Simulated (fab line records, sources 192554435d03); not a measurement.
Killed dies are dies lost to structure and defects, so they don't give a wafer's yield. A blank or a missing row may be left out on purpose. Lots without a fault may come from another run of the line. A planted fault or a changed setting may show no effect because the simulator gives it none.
Which tool did it? | flow n5_finfet | 8 lots, 24 wafers sampled, at 4 steps of a route of 1938

WHAT THE GAUGES READ, wafer by wafer
N5_BEOL_M2_OCD_MEAS_38.
lot  | measured     | on     | trench_depth_nm (nm)
L514 | day 7 02:58  | ocd-01 | 55.3 55.5 55.4
L520 | day 8 18:23  | ocd-01 | 68.6 56.8 55.2
L521 | day 9 01:15  | ocd-02 | 56.5 55.2 55.3
L522 | day 9 09:23  | ocd-02 | 68.5 55.5 55.9
L527 | day 10 21:00 | ocd-02 | 55.1 56.0 56.4
L533 | day 11 21:40 | ocd-01 | 56.0 55.3 55.1
L535 | day 12 19:47 | ocd-02 | 54.6 56.2 55.9
L534 | day 12 20:44 | ocd-01 | 56.4 56.1 56.0

WHICH TOOL RAN EACH LOT (tool, then ch and the chambers of the sampled wafers, then the start)
lot  | N5_BEOL_M2_DESCUM_33               | N5_BEOL_M2_ALD_98                 | N5_BEOL_M2_TRENCH_ETCH_37
L514 | rie_diel-06 ch 1,2,3, day 7 02:02  | ald_sin-02 ch 1,3, day 7 02:10    | rie_diel-01 ch 0,1,2, day 7 02:49
L520 | rie_diel-06 ch 1,2,3, day 8 10:35  | ald_sin-03 ch 0,1,2, day 8 10:47  | rie_diel-01 ch 1,2,3, day 8 18:14
L521 | rie_diel-02 ch 2,3, day 9 00:35    | ald_sin-03 ch 1,3, day 9 00:43    | rie_diel-06 ch 1,2,3, day 9 01:05
L522 | rie_diel-01 ch 0,1,3, day 9 01:58  | ald_sin-03 ch 0,1,2, day 9 02:06  | rie_diel-01 ch 0,2,3, day 9 09:13
L527 | rie_diel-01 ch 1,2,3, day 10 15:43 | ald_sin-03 ch 0,1, day 10 15:52   | rie_diel-02 ch 0,1,3, day 10 20:51
L533 | rie_diel-02 ch 1,2,3, day 11 20:40 | ald_sin-02 ch 0,1,2, day 11 20:47 | rie_diel-02 ch 1,3, day 11 21:31
L535 | rie_diel-06 ch 2,3, day 12 16:08   | ald_sin-03 ch 0,1,3, day 12 16:23 | rie_diel-06 ch 1,2,3, day 12 19:38
L534 | rie_diel-06 ch 0,2,3, day 12 17:10 | ald_sin-01 ch 0,2,3, day 12 17:18 | rie_diel-01 ch 0,2,3, day 12 20:35
- N5_BEOL_M2_DESCUM_33: chemistry O2, time 7 s.
- N5_BEOL_M2_ALD_98: deposits SiO2, target thk 2.5 nm, pulse time 1 s, co reactant pulse time 1 s.
- N5_BEOL_M2_TRENCH_ETCH_37: etches SiOC in C4F6/O2, target depth 55.555 nm, time 29.2 s.

THE ANSWER, worked out from the rows above alone
Rule: what is usual is taken from the lots themselves. Put in order of their means at a reading, lots are off if they are a third of the lots or fewer, leave a main group of 4 or more, and stand apart from it by a gap of 3 or more times the standard deviation of the main group's means; of several such gaps the widest counts. A main group whose means are all the same, to the digits that the tables above print for the reading, isn't used. A lot without any number at a reading at which 4 lots or more have one is off too. The other lots that the step has rows for count as sound.
Off: L520, L522, at N5_BEOL_M2_OCD_MEAS_38 (trench_depth_nm). The main group: mean 55.7 nm, standard deviation 0.26.
A tool fits if, at a process step before that reading, it ran every lot that is off, and no sound lot after the first of them. The gauges at N5_BEOL_M2_OCD_MEAS_38 are tried like those tools. None of those tried fits.

WHAT THE SIMULATOR HAD PUT IN
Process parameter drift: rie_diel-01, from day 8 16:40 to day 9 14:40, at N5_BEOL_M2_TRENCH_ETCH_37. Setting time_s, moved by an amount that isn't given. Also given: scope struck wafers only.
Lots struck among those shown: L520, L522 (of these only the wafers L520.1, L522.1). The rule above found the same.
